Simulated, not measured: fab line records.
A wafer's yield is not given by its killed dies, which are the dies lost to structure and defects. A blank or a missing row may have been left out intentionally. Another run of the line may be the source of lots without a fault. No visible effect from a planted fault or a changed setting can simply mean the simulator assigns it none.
Split-lot experiment | flow n5 finfet | on a route of 1938 steps: 7 lots, 21 wafers read

## ABOUT THE SPLIT
At N5_BEOL_M5_COAT_05 (resist thk 30 nm), the setting spin rpm was moved away from the recipe's 1500 rpm on 9 of the 21 wafers read, by -10.5% to +9.9%. This setting was run at the recipe's value on the other wafers.

The reading comes from the split's own step.

## THE READING
CAR-EUV_of_BEOL_M5_COAT_05.thk nm (the simulator's own value, which no gauge read), in nm, at N5_BEOL_M5_COAT_05 (resist thk 30 nm). The file gives no usual value for it. The 12 wafers here that ran the recipe average 30.0 nm, standard deviation 0.12 nm.

wafer  | tool, chamber at the split | spin rpm as run, rpm | against the recipe | CAR-EUV_of_BEOL_M5_COAT_05.thk nm, nm | against lot-mates on the recipe
L078.2 | litho track-03, 0          | 1500                 | recipe             | 30                                    | -
L078.4 | litho track-03, 0          | 1500                 | recipe             | 30                                    | -
L078.6 | litho track-03, 0          | 1500                 | recipe             | 30                                    | -
L081.2 | litho track-05, 0          | 1555                 | +3.7%              | 29.6                                  | -0.4
L081.3 | litho track-05, 0          | 1555                 | +3.7%              | 29.4                                  | -0.6
L081.4 | litho track-05, 0          | 1500                 | recipe             | 30                                    | -
L083.2 | litho track-01, 0          | 1450                 | -3.3%              | 30.6                                  | +0.4
L083.5 | litho track-01, 0          | 1450                 | -3.3%              | 30.6                                  | +0.4
L083.4 | litho track-01, 0          | 1500                 | recipe             | 30.2                                  | -
L085.1 | litho track-01, 0          | 1500                 | recipe             | 30                                    | -
L085.2 | litho track-01, 0          | 1500                 | recipe             | 30.2                                  | -
L085.3 | litho track-01, 0          | 1399                 | -6.7%              | 31.2                                  | +1.1
L089.1 | litho track-03, 0          | 1500                 | recipe             | 29.8                                  | -
L089.3 | litho track-03, 0          | 1403                 | -6.5%              | 30.8                                  | +1.0
L089.5 | litho track-03, 0          | 1403                 | -6.5%              | 30.8                                  | +1.0
L092.1 | litho track-05, 0          | 1648                 | +9.9%              | 28.4                                  | -1.5
L092.3 | litho track-05, 0          | 1500                 | recipe             | 30                                    | -
L092.6 | litho track-05, 0          | 1500                 | recipe             | 29.8                                  | -
L095.3 | litho track-01, 0          | 1500                 | recipe             | 30                                    | -
L095.5 | litho track-01, 0          | 1500                 | recipe             | 30                                    | -
L095.6 | litho track-01, 0          | 1343                 | -10.5%             | 31.6                                  | +1.6

THE FIT
A straight line over all 21 wafers: CAR-EUV_of_BEOL_M5_COAT_05.thk nm changes by -0.152 nm for each +1% of spin rpm; r = -0.98; the points scatter about the line by 0.13 nm.
The same after taking each lot's own level away (the mean of its wafers on the recipe; 21 wafers): -0.151 nm for each +1%; r = -0.99; scatter 0.071 nm.
The reading moves by 1.6 nm for the largest change in spin rpm, on that fit.
From 29.80 to 30.20 nm: that is the span of the lots' own levels, equal to 3.5 times the standard deviation above.
So the lot-to-lot level changes the slope little: the two slopes agree.
Check: +1.58 nm against its lot-mates is what the line predicts for one of the wafers moved furthest among these (-10.5%) when that wafer is left out of the fit. It came out at +1.6 nm against them.

## FURTHER SPLITS ON THESE WAFERS
Other splits were also applied to these wafers ahead of the reading. Each is held against what the fit with the lots' levels taken away leaves over:
other split on the same wafers | wafers away from the commonest value | r with CAR-EUV_of_BEOL_M5_COAT_05.thk nm (lot level and that fit taken away)
N5_BEOL_M4_EXPOSE_25 dose mj   | 7                                    | +0.37

## THE FILE'S OWN FIT
CAR-EUV_of_BEOL_M5_COAT_05.thk nm changes by -0.152 nm for each +1% of spin rpm, r = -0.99.
